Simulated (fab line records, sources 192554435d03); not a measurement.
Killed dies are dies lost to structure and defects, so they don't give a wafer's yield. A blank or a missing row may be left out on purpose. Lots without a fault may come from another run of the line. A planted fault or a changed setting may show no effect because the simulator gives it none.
fab line records | flow n5_finfet
record lots=10 wafers=30 last_day=18
route steps=1938 shown MIM_TOP_LITHO@1847 MIM_TOP_ETCH@1851 MIM_BOT_LITHO@1859
lots that met no fault: from a run of the same line without faults
start_h: hours from the record's first day to the start of the lot's first wafer shown | wait_h: hours since the lot's step before | " the same as in the row above | L1.1+2: a row that stands for several wafers | - no value, or no start given | * or withheld: withheld | < > ~ a bound
route shown NAME@n: a module of which the file shows steps, and the number in the route of the first | usual: mean/standard deviation of fault-free wafers | same: alike in all rows | chamber/n: place in a boat | sites: the reading at each site | _std_site: their standard deviation | _edge_site: outer sites' mean less inner sites' | radius_mm: how far each site lies from the wafer's centre | mask NAME#n: copy n | behind: the tool/chamber that last shaped the wafer | hold: why the lot was held/for how many hours/how that ended | device: the transistor (n, p or np) that didn't switch | end of line: the same wafers' tests at the end of the route | a step without rows: its recipe alone | killed: dies lost to structure and defects at the first sort, not the wafer's yield | map: a wafer's dies, x killed, . not, _ none there
set.NAME: the setting as run; set.NAME@STEP: as run at that earlier step | model.NAME: the simulator's own value behind a step, which no gauge read
steps of the route over a sample of lots; a table a step, a row a wafer
services: from which hour (start_h, from the record's first day; less than 0 if before it) a tool's chamber was out of use, for how many hours, and why
## steps
# step N5_MIM_TOP_LITHO_CD_MEAS_08
# recipe target_cd_nm=2000 landing_energy_ev=500 detector=se_inlens
# usual cd_nm=1999.5/2.6
# same landing_energy_ev=500
# columns lot.wafer tool chamber start_h wait_h cd_nm
L478.1 cd_sem-02 0 270.49 - 2000.2
L478.4 " 0 " " 1998.1
L478.6 " 0 " " 2000.8
L479.4 cd_sem-02 0 287.16 - 2000.5
L479.5 " 0 " " 2005.8
L479.6 " 0 " " 2002.6
L482.2 cd_sem-02 0 309.96 - 2004.9
L482.4 " 0 " " 1999.7
L482.5 " 0 " " 2000.2
L486.3 cd_sem-03 0 344.60 - 1998.4
L486.5 " 0 " " 1999.3
L486.6 " 0 " " 1993.8
L490.2 cd_sem-02 0 356.88 - 1996.6
L490.4 " 0 " " 1997.4
L490.6 " 0 " " 1993.9
L492.1 cd_sem-01 0 367.15 - 1998.8
L492.3 " 0 " " 1996.3
L492.6 " 0 " " 2001.3
L494.3 cd_sem-02 0 375.55 - 2002.1
L494.4 " 0 " " 2001.9
L494.6 " 0 " " 2002.4
L497.2 cd_sem-03 0 393.65 - 1995.0
L497.4 " 0 " " 1996.3
L497.5 " 0 " " 1993.6
L499.3 cd_sem-01 0 414.78 - 2000.2
L499.5 " 0 " " 1999.7
L499.6 " 0 " " 1997.9
L500.1 cd_sem-02 0 417.41 - 2003.1
L500.3 " 0 " " 1998.7
L500.4 " 0 " " 2002.6
# step N5_MIM_TOP_LITHO_DESCUM_10
# recipe chemistry=O2 time_s=7.9 source_power_w=50 bias_power_w=20 pressure_mtorr=20 rf_frequency_hz=2.712e+07 temp_c=40 o2_flow_sccm=225
# usual drypump_motor_current_A=5.6/0.4 oes_product_au=0.81/0.08 rf_fwd_power_W=49.72/0.15 rf_vpp_V=242.8/1.4 showerhead_plenum_p_Torr=2.07/0.067 throttle_valve_pct=20.31/0.21
# columns lot.wafer tool chamber start_h wait_h drypump_motor_current_A oes_product_au rf_fwd_power_W rf_hours_counter_h rf_vpp_V showerhead_plenum_p_Torr throttle_valve_pct
L478.1 rie_diel-06 2 270.58 0.0 5.8 0.81 49.66 93 243.2 2.09 20.13
L478.4 " 1 " " 6.4 0.85 49.67 54 244.3 2.23 20.40
L478.6 " 3 " " 5.1 0.85 49.52 - 242.7 2.05 20.51
L479.4 rie_diel-04 0 287.25 0.0 5.9 0.75 49.31 159 242.4 1.99 20.15
L479.5 " 2 " " 6.0 0.68 49.60 - 242.7 2.08 20.29
L479.6 " 1 " " 5.9 0.89 49.79 - 244.7 2.14 20.39
L482.2 rie_diel-06 2 310.05 0.0 5.8 0.79 49.70 107 242.3 2.09 20.17
L482.4 " 1 " " 6.3 0.83 49.59 69 243.7 2.22 20.43
L482.5 " 1 " " 6.3 0.82 49.44 - 245.1 2.22 20.42
L486.3 rie_diel-01 1 344.69 0.0 5.3 0.88 49.49 35 241.5 2.02 20.25
L486.5 " 3 " " 6.1 0.88 49.84 - 243.6 2.02 19.89
L486.6 " 0 " " 5.2 0.77 49.75 - 244.0 2.19 20.48
L490.2 rie_diel-01 1 356.97 0.0 5.3 0.86 49.76 39 242.1 2.02 20.27
L490.4 " 0 " " 5.2 0.76 49.67 141 245.3 2.19 20.52
L490.6 " 3 " " 6.1 0.87 49.75 - 242.2 2.02 19.91
L492.1 rie_diel-04 1 367.44 0.2 5.8 0.84 49.83 55 243.7 2.13 20.43
L492.3 " 3 " " 5.1 0.75 49.98 155 241.4 2.00 20.59
L492.6 " 1 " " 5.8 0.83 49.66 - 245.4 2.13 20.42
L494.3 rie_diel-04 3 375.69 0.1 5.1 0.75 49.74 158 242.1 2.00 20.58
L494.4 " 0 " " 5.9 0.72 49.57 192 241.4 1.98 20.19
L494.6 " 2 " " 6.0 0.96 49.83 - 242.9 2.07 20.10
L497.2 rie_diel-06 0 393.81 0.1 5.2 0.96 49.62 21 242.9 2.11 19.85
L497.4 " 2 " " 5.8 0.77 49.78 140 242.1 2.07 20.21
L497.5 " 2 " " 5.9 0.77 49.88 - 243.4 2.07 20.22
L499.3 rie_diel-04 3 414.87 0.0 5.2 0.75 49.65 173 240.9 1.99 20.58
L499.5 " 0 " " 6.0 0.72 49.50 - 241.4 1.97 20.21
L499.6 " 2 " " 6.0 0.92 49.78 - 242.7 2.07 20.14
L500.1 rie_diel-04 2 417.50 0.0 6.0 0.90 49.68 19 242.8 2.06 20.13
L500.3 " 3 " " 5.1 0.74 49.65 174 240.2 1.99 20.61
L500.4 " 0 " " 5.9 0.72 49.85 - 241.6 1.97 20.21
# step N5_MIM_TOP_ETCH_ETCH_00
# recipe chemistry=Cl2/BCl3 target=TiN target_depth_a=385 ion_energy_ev=150 pressure_mtorr=10 icp_w=1000 bias_w=126 Cl2_flow_sccm=53.25 bcl3_flow_sccm=21.75 Ar_flow_sccm=25
# usual drypump_motor_current_A=5.7/0.4 oes_ar_750_au=0.81/0.091 oes_product_au=0.81/0.096 rf_fwd_power_W=994/3.4 throttle_valve_pct=22.6/0.31
# columns lot.wafer tool chamber start_h wait_h drypump_motor_current_A oes_ar_750_au oes_product_au rf_fwd_power_W rf_hours_counter_h throttle_valve_pct
L478.1 rie_metal-01 0 270.66 0.1 5.8 0.78 0.75 999 60 22.2
L478.4 " 1 " " 5.4 0.94 0.96 988 - 22.5
L478.6 " 0 " " 5.8 0.78 0.75 999 - 22.2
L479.4 rie_metal-01 1 287.37 0.1 5.4 0.93 0.95 991 - 22.5
L479.5 " 0 " " 5.8 0.78 0.75 993 - 22.2
L479.6 " 1 " " 5.4 0.93 0.95 989 - 22.5
L482.2 rie_metal-03 1 310.14 0.1 5.9 0.72 0.76 993 43 22.8
L482.4 " 0 " " 5.5 0.75 0.71 985 - 23.2
L482.5 " 1 " " 5.8 0.73 0.76 993 - 22.8
L486.3 rie_metal-01 0 344.82 0.1 5.8 0.76 0.74 998 - 22.2
L486.5 " 0 " " 5.8 0.77 0.74 1000 - 22.2
L486.6 " 1 " " 5.4 0.91 0.93 991 - 22.5
L490.2 rie_metal-01 1 357.06 0.1 5.3 0.90 0.92 992 14 22.5
L490.4 " 0 " " 5.8 0.76 0.74 999 - 22.2
L490.6 " 0 " " 5.8 0.76 0.74 993 - 22.2
L492.1 rie_metal-02 1 367.53 0.1 5.4 0.97 0.95 996 5 22.5
L492.3 " 0 " " 6.6 0.79 0.79 996 - 22.7
L492.6 " 1 " " 5.4 0.97 0.95 999 - 22.5
L494.3 rie_metal-01 0 375.82 0.1 5.8 0.76 0.74 997 - 22.2
L494.4 " 1 " " 5.4 0.88 0.90 998 - 22.5
L494.6 " 1 " " 5.4 0.89 0.90 993 - 22.5
L497.2 rie_metal-01 0 393.89 0.1 5.8 0.75 0.73 994 71 22.2
L497.4 " 0 " " 5.8 0.75 0.73 997 - 22.2
L497.5 " 0 " " 5.8 0.75 0.73 997 - 22.2
L499.3 rie_metal-01 1 414.99 0.1 5.3 0.87 0.89 987 - 22.5
L499.5 " 0 " " 5.8 0.75 0.73 998 - 22.2
L499.6 " 1 " " 5.4 0.88 0.89 990 - 22.5
L500.1 rie_metal-02 0 417.59 0.1 6.6 0.79 0.79 997 39 22.7
L500.3 " 1 " " 5.4 0.95 0.94 999 - 22.5
L500.4 " 0 " " 6.6 0.79 0.79 1001 - 22.7
# step N5_MIM_BOT_LITHO_PEB_06
# recipe peb_temp_c=withheld peb_time_s=*
# usual chill_plate_temp_C=*
# columns lot.wafer tool chamber start_h wait_h chill_plate_temp_C
L478.1 litho_track-03 0 271.16 0.1 *
L478.4 " 0 " " *
L478.6 " 0 " " *
L479.4 litho_track-03 0 287.78 0.0 *
L479.5 " 0 " " *
L479.6 " 0 " " *
L482.2 litho_track-05 0 310.59 0.0 *
L482.4 " 0 " " *
L482.5 " 0 " " *
L486.3 litho_track-03 0 345.41 0.0 *
L486.5 " 0 " " *
L486.6 " 0 " " *
L490.2 litho_track-05 0 357.64 0.0 *
L490.4 " 0 " " *
L490.6 " 0 " " *
L492.1 litho_track-05 0 367.98 0.1 *
L492.3 " 0 " " *
L492.6 " 0 " " *
L494.3 litho_track-05 0 376.23 0.0 *
L494.4 " 0 " " *
L494.6 " 0 " " *
L497.2 litho_track-05 0 394.34 0.0 *
L497.4 " 0 " " *
L497.5 " 0 " " *
L499.3 litho_track-05 0 415.52 0.0 *
L499.5 " 0 " " *
L499.6 " 0 " " *
L500.1 litho_track-05 0 418.07 0.1 *
L500.3 " 0 " " *
L500.4 " 0 " " *
# step N5_MIM_BOT_LITHO_CD_MEAS_08
# recipe target_cd_nm=3000 landing_energy_ev=500 detector=se_inlens polarity=opening
# usual cd_nm=3000.1/2.8
# same landing_energy_ev=500
# columns lot.wafer tool chamber start_h wait_h cd_nm
L478.1 cd_sem-03 0 271.28 - 3000.6
L478.4 " 0 " " 3000.1
L478.6 " 0 " " 3000.1
L479.4 cd_sem-02 0 287.90 - 3000.4
L479.5 " 0 " " 3000.3
L479.6 " 0 " " 2999.9
L482.2 cd_sem-02 0 310.71 - 2997.7
L482.4 " 0 " " 3002.3
L482.5 " 0 " " 2999.1
L486.3 cd_sem-02 0 345.53 - 2994.6
L486.5 " 0 " " 2994.0
L486.6 " 0 " " 2991.5
L490.2 cd_sem-02 0 357.76 - 3000.3
L490.4 " 0 " " 3005.5
L490.6 " 0 " " 2999.2
L492.1 cd_sem-03 0 368.10 - 2998.9
L492.3 " 0 " " 3002.9
L492.6 " 0 " " 2998.2
L494.3 cd_sem-01 0 376.35 - 3002.8
L494.4 " 0 " " 3000.3
L494.6 " 0 " " 3003.1
L497.2 cd_sem-03 0 394.46 - 2997.7
L497.4 " 0 " " 3002.7
L497.5 " 0 " " 2998.7
L499.3 cd_sem-03 0 415.64 - 2997.5
L499.5 " 0 " " 3001.7
L499.6 " 0 " " 3002.2
L500.1 cd_sem-02 0 418.19 - 3000.4
L500.3 " 0 " " 3002.2
L500.4 " 0 " " 2999.9
## services
# columns tool chamber start_h hours kind
rie_diel-06 - 256.88 0.1 repair
rie_diel-01 - 284.58 0.4 repair
rie_metal-02 1 305.63 - clean
rie_metal-02 1 305.63 16.4 scheduled_down
rie_metal-02 1 305.63 16.4 vent_cycle
litho_track-05 - 309.19 - consumable_replace:filter
rie_diel-06 0 311.12 - clean
rie_diel-06 0 311.12 - consumable_replace:esc
rie_diel-06 0 311.12 - consumable_replace:focus_ring
rie_diel-06 0 311.12 22.7 scheduled_down
rie_diel-06 0 311.12 22.7 vent_cycle
rie_metal-02 - 328.64 0.5 repair
rie_metal-03 0 332.65 14.8 repair
rie_diel-01 2 337.34 4.5 repair
rie_diel-04 2 353.14 - clean
rie_diel-04 2 353.14 - consumable_replace:focus_ring
rie_diel-04 2 353.14 12.5 scheduled_down
rie_diel-04 2 353.14 12.5 vent_cycle
rie_metal-02 - 388.06 28.1 pm
rie_diel-04 1 406.32 11.2 repair
rie_metal-03 - 411.11 1.5 repair
rie_diel-01 1 414.00 1.5 repair
## key
first_sign step=N5_MIM_BOT_LITHO_CD_MEAS_08 reading=cd_nm direction=down sigmas=2.7 usual=3000.1 struck=2992.8
effect none on later readings
met_at N5_MIM_BOT_LITHO_PEB_06
struck_lots L486
struck_wafers L486.5,L486.6
not_acting_at N5_MIM_TOP_LITHO_CD_MEAS_08,N5_MIM_TOP_LITHO_DESCUM_10,N5_MIM_TOP_ETCH_ETCH_00
onset_between 287.78 345.41
fault kind=process_parameter_drift tool=litho_track-03 chamber=- onset_h=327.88 steps=N5_MIM_BOT_LITHO_PEB_06 channel=peb_time_s offset=* shape=step end_h=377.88 scope=struck_wafers_only acts_in=* stated=*
